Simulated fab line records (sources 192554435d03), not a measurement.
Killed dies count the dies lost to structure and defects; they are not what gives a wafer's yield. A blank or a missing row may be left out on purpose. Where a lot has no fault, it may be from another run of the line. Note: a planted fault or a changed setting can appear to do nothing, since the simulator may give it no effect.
The tool behind it: which one? | flow n5_finfet | 24 lots with 72 wafers sampled at 6 steps, on a route of 1938 steps

## WHAT THE GAUGES READ, wafer by wafer
The record lacks any reading of a measuring or inspecting step that a usual standard deviation could be used to judge.

## WHICH TOOL RAN EACH LOT (tool, then ch and the chambers of the sampled wafers, then the start)
lot  | N5_BEOL_M10_PRE_CLEAN_45     | N5_BEOL_M10_ALD_74                  | N5_BEOL_M10_SPUTTER_48       | N5_BEOL_M11_ILD_DEP_00          | N5_BEOL_M11_ETCH_61                | N5_BEOL_M11_ETCH_62
L074 | pvd_sputter-02, day 10 20:16 | ald_metal-01 ch 0,1,2, day 10 20:20 | pvd_sputter-02, day 10 21:02 | pecvd-03 ch 0,2, day 10 22:18   | rie_diel-06 ch 0,2,3, day 11 01:46 | rie_diel-06 ch 0,2,3, day 11 01:49
L076 | pvd_sputter-03, day 11 07:52 | ald_metal-01 ch 1,2,3, day 11 07:56 | pvd_sputter-03, day 11 08:33 | pecvd-03 ch 0,1,2, day 11 09:42 | rie_diel-03 ch 0,2,3, day 11 11:15 | rie_diel-03 ch 0,2,3, day 11 11:18
L077 | pvd_sputter-03, day 11 08:23 | ald_metal-03 ch 2,3, day 11 08:32   | pvd_sputter-03, day 11 09:40 | pecvd-01 ch 0,2, day 11 10:43   | rie_diel-06 ch 1,2, day 11 14:03   | rie_diel-06 ch 1,2, day 11 14:06
L075 | pvd_sputter-03, day 11 08:50 | ald_metal-04 ch 0,2, day 11 08:58   | pvd_sputter-03, day 11 10:04 | pecvd-03 ch 0,2, day 11 11:07   | rie_diel-04 ch 0,1, day 11 14:09   | rie_diel-04 ch 0,1, day 11 14:12
L078 | pvd_sputter-01, day 11 14:24 | ald_metal-03 ch 0,1,3, day 11 14:28 | pvd_sputter-03, day 11 15:04 | pecvd-01 ch 1,2, day 11 16:40   | rie_diel-03 ch 1,2, day 11 19:28   | rie_diel-03 ch 1,2, day 11 19:31
L079 | pvd_sputter-02, day 12 02:24 | ald_metal-03 ch 1,3, day 12 02:28   | pvd_sputter-03, day 12 03:13 | pecvd-01 ch 0,1, day 12 04:14   | rie_diel-04 ch 0,1,3, day 12 05:47 | rie_diel-04 ch 0,1,3, day 12 05:50
L080 | pvd_sputter-02, day 12 05:41 | ald_metal-01 ch 1,2,3, day 12 05:48 | pvd_sputter-01, day 12 09:35 | pecvd-04 ch 0,1,2, day 12 10:43 | rie_diel-04 ch 1,2,3, day 12 12:18 | rie_diel-04 ch 1,2,3, day 12 12:21
L083 | pvd_sputter-02, day 12 18:54 | ald_metal-01 ch 1,2, day 12 18:58   | pvd_sputter-03, day 12 19:37 | pecvd-03 ch 1,2, day 12 20:49   | rie_diel-04 ch 1,2,3, day 12 23:46 | rie_diel-04 ch 1,2,3, day 12 23:49
L081 | pvd_sputter-02, day 12 19:30 | ald_metal-01 ch 2,3, day 12 19:34   | pvd_sputter-03, day 12 20:12 | pecvd-03 ch 0,1, day 12 21:13   | rie_diel-06 ch 0,3, day 12 23:48   | rie_diel-06 ch 0,3, day 12 23:51
L082 | pvd_sputter-01, day 13 02:41 | ald_metal-04 ch 0,1,2, day 13 02:45 | pvd_sputter-01, day 13 03:17 | pecvd-01 ch 1,2, day 13 04:20   | rie_diel-03 ch 1,2,3, day 13 06:23 | rie_diel-03 ch 1,2,3, day 13 06:26
L084 | pvd_sputter-03, day 13 06:04 | ald_metal-01 ch 1,2,3, day 13 06:17 | pvd_sputter-01, day 13 06:51 | pecvd-03 ch 0,1,2, day 13 07:59 | rie_diel-04 ch 0,1, day 13 09:43   | rie_diel-04 ch 0,1, day 13 09:46
L086 | pvd_sputter-01, day 13 06:14 | ald_metal-04 ch 1,3, day 13 06:23   | pvd_sputter-01, day 13 07:07 | pecvd-01 ch 0,1, day 13 08:15   | rie_diel-06 ch 0,2, day 13 10:10   | rie_diel-06 ch 0,2, day 13 10:13
L087 | pvd_sputter-02, day 13 21:41 | ald_metal-01 ch 1,2,3, day 13 21:58 | pvd_sputter-02, day 14 00:10 | pecvd-04 ch 1,2, day 14 01:17   | rie_diel-03 ch 1,2,3, day 14 04:29 | rie_diel-03 ch 1,2,3, day 14 04:32
L085 | pvd_sputter-03, day 14 04:48 | ald_metal-01 ch 2,3, day 14 04:52   | pvd_sputter-03, day 14 05:25 | pecvd-01 ch 0,1,2, day 14 06:28 | rie_diel-03 ch 0,1,3, day 14 11:30 | rie_diel-03 ch 0,1,3, day 14 11:33
L088 | pvd_sputter-03, day 14 05:00 | ald_metal-04 ch 1,2, day 14 05:04   | pvd_sputter-02, day 14 05:35 | pecvd-03 ch 1,2, day 14 06:59   | rie_diel-04 ch 2,3, day 14 11:23   | rie_diel-04 ch 2,3, day 14 11:26
L089 | pvd_sputter-03, day 14 08:36 | ald_metal-01 ch 1,2,3, day 14 08:41 | pvd_sputter-03, day 14 09:17 | pecvd-03 ch 0,1, day 14 10:18   | rie_diel-03 ch 0,2, day 14 12:00   | rie_diel-03 ch 0,2, day 14 12:03
L090 | pvd_sputter-01, day 14 11:10 | ald_metal-03 ch 0,2,3, day 14 11:14 | pvd_sputter-01, day 14 11:58 | pecvd-01 ch 0,2, day 14 13:31   | rie_diel-06 ch 1,2, day 14 15:31   | rie_diel-06 ch 1,2, day 14 15:34
L091 | pvd_sputter-01, day 14 17:12 | ald_metal-03 ch 0,3, day 14 17:29   | pvd_sputter-03, day 14 18:04 | pecvd-03 ch 0,1,2, day 14 19:05 | rie_diel-06 ch 2,3, day 14 21:47   | rie_diel-06 ch 2,3, day 14 21:50
L092 | pvd_sputter-01, day 15 04:02 | ald_metal-04 ch 0,2,3, day 15 04:19 | pvd_sputter-01, day 15 05:41 | pecvd-03 ch 1,2, day 15 07:39   | rie_diel-04 ch 0,2,3, day 15 11:55 | rie_diel-04 ch 0,2,3, day 15 11:58
L094 | pvd_sputter-01, day 15 18:34 | ald_metal-01 ch 0,1, day 15 18:39   | pvd_sputter-01, day 15 19:17 | pecvd-03 ch 0,1,2, day 15 20:28 | rie_diel-06 ch 1,2, day 15 22:26   | rie_diel-06 ch 1,2, day 15 22:29
L093 | pvd_sputter-03, day 15 21:55 | ald_metal-03 ch 2,3, day 15 21:59   | pvd_sputter-03, day 15 23:05 | pecvd-01 ch 0,1, day 16 00:06   | rie_diel-06 ch 0,1,2, day 16 01:56 | rie_diel-06 ch 0,1,2, day 16 01:59
L097 | pvd_sputter-03, day 16 01:02 | ald_metal-04 ch 0,1,2, day 16 01:06 | pvd_sputter-01, day 16 01:35 | pecvd-04 ch 0,1,2, day 16 02:38 | rie_diel-06 ch 0,1,2, day 16 04:32 | rie_diel-06 ch 0,1,2, day 16 04:37
L095 | pvd_sputter-02, day 16 03:02 | ald_metal-03 ch 0,1,2, day 16 03:05 | pvd_sputter-01, day 16 03:41 | pecvd-04 ch 0,2, day 16 04:47   | rie_diel-06 ch 0,1, day 16 09:38   | rie_diel-06 ch 0,1, day 16 09:41
L096 | pvd_sputter-01, day 16 17:14 | ald_metal-03 ch 0,2,3, day 16 17:18 | pvd_sputter-03, day 16 17:57 | pecvd-01 ch 0,1,2, day 16 19:14 | rie_diel-03 ch 0,2,3, day 16 22:44 | rie_diel-03 ch 0,2,3, day 16 22:47
- N5_BEOL_M10_PRE_CLEAN_45: time 30 s.
- N5_BEOL_M10_ALD_74: deposits TaN, target thk 2 nm, pulse time 2 s, purge time 3 s.
- N5_BEOL_M10_SPUTTER_48: material Cu, target thk 12 nm, time 2 s.
- N5_BEOL_M11_ILD_DEP_00: deposits SiCOH lowk from DEMS/porogen, target thk 308.51 nm, time 58 s.
- N5_BEOL_M11_ETCH_61: etches SiARC in CF4, target depth 39 nm, time 65 s.
- N5_BEOL_M11_ETCH_62: etches SOC in N2/H2, target depth 110 nm, overetch 22 nm, time 165 s.

## AS READ BY THE TOOLS THEMSELVES (means over the sampled wafers that have a number; for cases with no such wafer, the mark the record gives instead)
N5_BEOL_M10_PRE_CLEAN_45.
lot  | tool           | heater_power_w (W)
L074 | pvd_sputter-02 | 339
L076 | pvd_sputter-03 | 346
L077 | pvd_sputter-03 | 341
L075 | pvd_sputter-03 | 334
L078 | pvd_sputter-01 | 315
L079 | pvd_sputter-02 | 333
L080 | pvd_sputter-02 | 332
L083 | pvd_sputter-02 | 336
L081 | pvd_sputter-02 | 357
L082 | pvd_sputter-01 | 330
L084 | pvd_sputter-03 | 341
L086 | pvd_sputter-01 | 330
L087 | pvd_sputter-02 | 342
L085 | pvd_sputter-03 | 319
L088 | pvd_sputter-03 | 333
L089 | pvd_sputter-03 | 351
L090 | pvd_sputter-01 | 300
L091 | pvd_sputter-01 | 284
L092 | pvd_sputter-01 | 304
L094 | pvd_sputter-01 | 326
L093 | pvd_sputter-03 | 338
L097 | pvd_sputter-03 | 334
L095 | pvd_sputter-02 | 353
L096 | pvd_sputter-01 | 316

N5_BEOL_M10_ALD_74.
lot  | tool         | heater_power_w (W) | mfc_carrier_sccm (sccm)
L074 | ald_metal-01 | 427                | 1497
L076 | ald_metal-01 | 394                | 1497
L077 | ald_metal-03 | 404                | 1496
L075 | ald_metal-04 | 376                | 1501
L078 | ald_metal-03 | 397                | 1502
L079 | ald_metal-03 | 404                | 1502
L080 | ald_metal-01 | 393                | 1501
L083 | ald_metal-01 | 398                | 1501
L081 | ald_metal-01 | 344                | 1500
L082 | ald_metal-04 | 457                | 1501
L084 | ald_metal-01 | 391                | 1493
L086 | ald_metal-04 | 497                | 1495
L087 | ald_metal-01 | 390                | 1498
L085 | ald_metal-01 | 349                | 1498
L088 | ald_metal-04 | 526                | 1498
L089 | ald_metal-01 | 391                | 1501
L090 | ald_metal-03 | 400                | 1499
L091 | ald_metal-03 | 365                | 1502
L092 | ald_metal-04 | 379                | 1497
L094 | ald_metal-01 | 422                | 1496
L093 | ald_metal-03 | 438                | 1497
L097 | ald_metal-04 | 454                | 1500
L095 | ald_metal-03 | 436                | 1500
L096 | ald_metal-03 | 404                | 1500

N5_BEOL_M10_SPUTTER_48.
lot  | tool           | throttle_valve_pct (%)
L074 | pvd_sputter-02 | 30.8
L076 | pvd_sputter-03 | 29.8
L077 | pvd_sputter-03 | 30.8
L075 | pvd_sputter-03 | 29.6
L078 | pvd_sputter-03 | 29.6
L079 | pvd_sputter-03 | 30.2
L080 | pvd_sputter-01 | 30.8
L083 | pvd_sputter-03 | 30.8
L081 | pvd_sputter-03 | 30.2
L082 | pvd_sputter-01 | 31.0
L084 | pvd_sputter-01 | 30.2
L086 | pvd_sputter-01 | 30.3
L087 | pvd_sputter-02 | 30.8
L085 | pvd_sputter-03 | 31.3
L088 | pvd_sputter-02 | 30.8
L089 | pvd_sputter-03 | 30.0
L090 | pvd_sputter-01 | 30.4
L091 | pvd_sputter-03 | 29.7
L092 | pvd_sputter-01 | 30.2
L094 | pvd_sputter-01 | 30.3
L093 | pvd_sputter-03 | 30.1
L097 | pvd_sputter-01 | 30.2
L095 | pvd_sputter-01 | 29.7
L096 | pvd_sputter-03 | 30.5

N5_BEOL_M11_ILD_DEP_00.
lot  | tool     | heater_power_w (W) | showerhead_plenum_p_Torr (Torr) | throttle_valve_pct (%)
L074 | pecvd-03 | 290                | 5.739                           | 13.5
L076 | pecvd-03 | 310                | 5.749                           | 13.8
L077 | pecvd-01 | 303                | 5.721                           | 14.9
L075 | pecvd-03 | 319                | 5.742                           | 13.1
L078 | pecvd-01 | 330                | 5.737                           | 13.3
L079 | pecvd-01 | 286                | 5.716                           | 14.9
L080 | pecvd-04 | 305                | 5.730                           | 13.1
L083 | pecvd-03 | 330                | 5.746                           | 13.2
L081 | pecvd-03 | 249                | 5.740                           | 14.6
L082 | pecvd-01 | 317                | 5.715                           | 13.4
L084 | pecvd-03 | 301                | 5.740                           | 13.8
L086 | pecvd-01 | 300                | 5.717                           | 14.8
L087 | pecvd-04 | 281                | 5.732                           | 12.8
L085 | pecvd-01 | 321                | 5.718                           | 14.2
L088 | pecvd-03 | 308                | 5.739                           | 14.3
L089 | pecvd-03 | 294                | 5.742                           | 14.5
L090 | pecvd-01 | 285                | 5.730                           | 15.1
L091 | pecvd-03 | 321                | 5.751                           | 13.9
L092 | pecvd-03 | 311                | 5.746                           | 14.2
L094 | pecvd-03 | 289                | 5.745                           | 13.9
L093 | pecvd-01 | 285                | 5.710                           | 14.8
L097 | pecvd-04 | 316                | 5.729                           | 13.2
L095 | pecvd-04 | 346                | 5.719                           | 12.9
L096 | pecvd-01 | 285                | 5.728                           | 14.1

N5_BEOL_M11_ETCH_61.
lot  | tool        | chamber_pressure_mTorr (mTorr) | drypump_motor_current_A (A) | etch_rf_on_time_s (s) | oes_product_au (a.u.) | rf_vpp_V (V) | showerhead_plenum_p_Torr (Torr) | throttle_valve_pct (%)
L074 | rie_diel-06 | 40.03                          | 5.8                         | 66.1                  | 0.60                  | 184.0        | 2.10                            | 15.83
L076 | rie_diel-03 | 40.05                          | 5.8                         | 64.4                  | 0.76                  | 184.3        | 2.15                            | 15.43
L077 | rie_diel-06 | 39.96                          | 5.8                         | 65.2                  | 0.63                  | 183.9        | 2.06                            | 15.86
L075 | rie_diel-04 | 40.02                          | 5.7                         | 63.2                  | 0.70                  | 183.7        | 2.14                            | 15.42
L078 | rie_diel-03 | 40.01                          | 5.5                         | 65.4                  | 0.70                  | 184.1        | 2.16                            | 15.55
L079 | rie_diel-04 | 40.00                          | 5.7                         | 63.4                  | 0.68                  | 184.5        | 2.19                            | 15.51
L080 | rie_diel-04 | 39.98                          | 5.8                         | 63.7                  | 0.70                  | 185.1        | 2.21                            | 15.59
L083 | rie_diel-04 | 39.98                          | 5.8                         | 64.0                  | 0.70                  | 185.0        | 2.21                            | 15.59
L081 | rie_diel-06 | 40.00                          | 5.8                         | 64.9                  | 0.59                  | 183.7        | 2.14                            | 15.96
L082 | rie_diel-03 | 39.96                          | 5.9                         | 66.2                  | 0.66                  | 183.6        | 2.12                            | 15.64
L084 | rie_diel-04 | 39.97                          | 5.7                         | 63.6                  | 0.68                  | 184.3        | 2.13                            | 15.45
L086 | rie_diel-06 | 40.00                          | 5.5                         | 66.5                  | 0.58                  | 184.4        | 2.15                            | 16.11
L087 | rie_diel-03 | 40.00                          | 5.9                         | 65.9                  | 0.66                  | 183.1        | 2.11                            | 15.66
L085 | rie_diel-03 | 39.98                          | 6.0                         | 65.4                  | 0.67                  | 183.1        | 2.12                            | 15.55
L088 | rie_diel-04 | 40.02                          | 6.0                         | 63.8                  | 0.73                  | 184.9        | 2.19                            | 15.51
L089 | rie_diel-03 | 40.03                          | 5.4                         | 64.9                  | 0.74                  | 184.8        | 2.18                            | 15.43
L090 | rie_diel-06 | 40.00                          | 5.6                         | 66.6                  | 0.61                  | 182.0        | 2.05                            | 15.92
L091 | rie_diel-06 | 39.98                          | 5.7                         | 65.9                  | 0.60                  | 182.8        | 2.04                            | 15.79
L092 | rie_diel-04 | 39.99                          | 5.9                         | 63.8                  | 0.71                  | 184.6        | 2.17                            | 15.45
L094 | rie_diel-06 | 39.98                          | 5.7                         | 65.3                  | 0.60                  | 182.6        | 2.05                            | 15.93
L093 | rie_diel-06 | 40.00                          | 5.6                         | 65.4                  | 0.67                  | 183.2        | 2.09                            | 15.87
L097 | rie_diel-06 | 40.03                          | 5.6                         | 65.1                  | 0.66                  | 183.0        | 2.09                            | 15.87
L095 | rie_diel-06 | 40.04                          | 5.6                         | 64.1                  | 0.72                  | 184.1        | 2.14                            | 15.79
L096 | rie_diel-03 | 39.98                          | 5.8                         | 65.0                  | 0.70                  | 183.3        | 2.13                            | 15.50

N5_BEOL_M11_ETCH_62.
lot  | tool        | chamber_pressure_mTorr (mTorr) | drypump_motor_current_A (A) | oes_product_au (a.u.) | rf_vpp_V (V) | showerhead_plenum_p_Torr (Torr) | throttle_valve_pct (%)
L074 | rie_diel-06 | 29.992                         | 5.8                         | 0.60                  | 522.1        | 2.49                            | 18.08
L076 | rie_diel-03 | 29.996                         | 5.8                         | 0.74                  | 524.3        | 2.55                            | 17.62
L077 | rie_diel-06 | 30.029                         | 5.8                         | 0.62                  | 521.5        | 2.44                            | 18.12
L075 | rie_diel-04 | 30.026                         | 5.7                         | 0.68                  | 523.7        | 2.53                            | 17.60
L078 | rie_diel-03 | 29.989                         | 5.5                         | 0.70                  | 524.9        | 2.56                            | 17.83
L079 | rie_diel-04 | 30.014                         | 5.7                         | 0.67                  | 526.1        | 2.60                            | 17.71
L080 | rie_diel-04 | 30.007                         | 5.8                         | 0.68                  | 526.5        | 2.63                            | 17.84
L083 | rie_diel-04 | 29.996                         | 5.8                         | 0.68                  | 526.7        | 2.63                            | 17.84
L081 | rie_diel-06 | 29.987                         | 5.8                         | 0.58                  | 524.5        | 2.54                            | 18.20
L082 | rie_diel-03 | 29.969                         | 5.9                         | 0.67                  | 523.2        | 2.51                            | 17.84
L084 | rie_diel-04 | 30.032                         | 5.7                         | 0.67                  | 523.5        | 2.53                            | 17.61
L086 | rie_diel-06 | 30.013                         | 5.5                         | 0.59                  | 524.5        | 2.55                            | 18.40
L087 | rie_diel-03 | 30.028                         | 5.9                         | 0.65                  | 521.8        | 2.51                            | 17.85
L085 | rie_diel-03 | 30.009                         | 6.0                         | 0.67                  | 522.8        | 2.51                            | 17.71
L088 | rie_diel-04 | 29.995                         | 5.9                         | 0.72                  | 525.9        | 2.62                            | 17.83
L089 | rie_diel-03 | 30.004                         | 5.3                         | 0.74                  | 525.9        | 2.59                            | 17.68
L090 | rie_diel-06 | 30.003                         | 5.6                         | 0.61                  | 519.5        | 2.43                            | 18.19
L091 | rie_diel-06 | 30.010                         | 5.8                         | 0.60                  | 520.7        | 2.42                            | 18.05
L092 | rie_diel-04 | 29.985                         | 5.8                         | 0.70                  | 524.9        | 2.58                            | 17.70
L094 | rie_diel-06 | 29.998                         | 5.8                         | 0.60                  | 520.9        | 2.42                            | 18.19
L093 | rie_diel-06 | 29.983                         | 5.6                         | 0.66                  | 522.4        | 2.48                            | 18.15
L097 | rie_diel-06 | 30.012                         | 5.6                         | 0.65                  | 522.2        | 2.48                            | 18.16
L095 | rie_diel-06 | 30.003                         | 5.6                         | 0.71                  | 523.5        | 2.54                            | 18.10
L096 | rie_diel-03 | 30.006                         | 5.8                         | 0.69                  | 523.0        | 2.53                            | 17.70

## THE ANSWER, worked out from the rows above alone
Rule: the lots themselves supply what counts as usual. The widest of any qualifying gaps counts: lots, ordered by their means at a reading, are off when they make up no more than a third of the lots, leave a main group of 4 or more, and stand apart from it by 3 or more times the standard deviation of that group's means. Not used: any main group whose means are identical at the precision the tables above print for the reading. A lot without any number at a reading at which 4 lots or more have one is off too. The other lots that the step has rows for count as sound. First the gauges in route order, then the tools' own readings, where a lot's mean is used as printed above. The first step at which some lot is off is used, and at that step the reading that is off furthest; a lot without a number counts as furthest.
Nothing can be told from this: no lot is off at any reading shown.

## WHAT THE SIMULATOR HAD PUT IN
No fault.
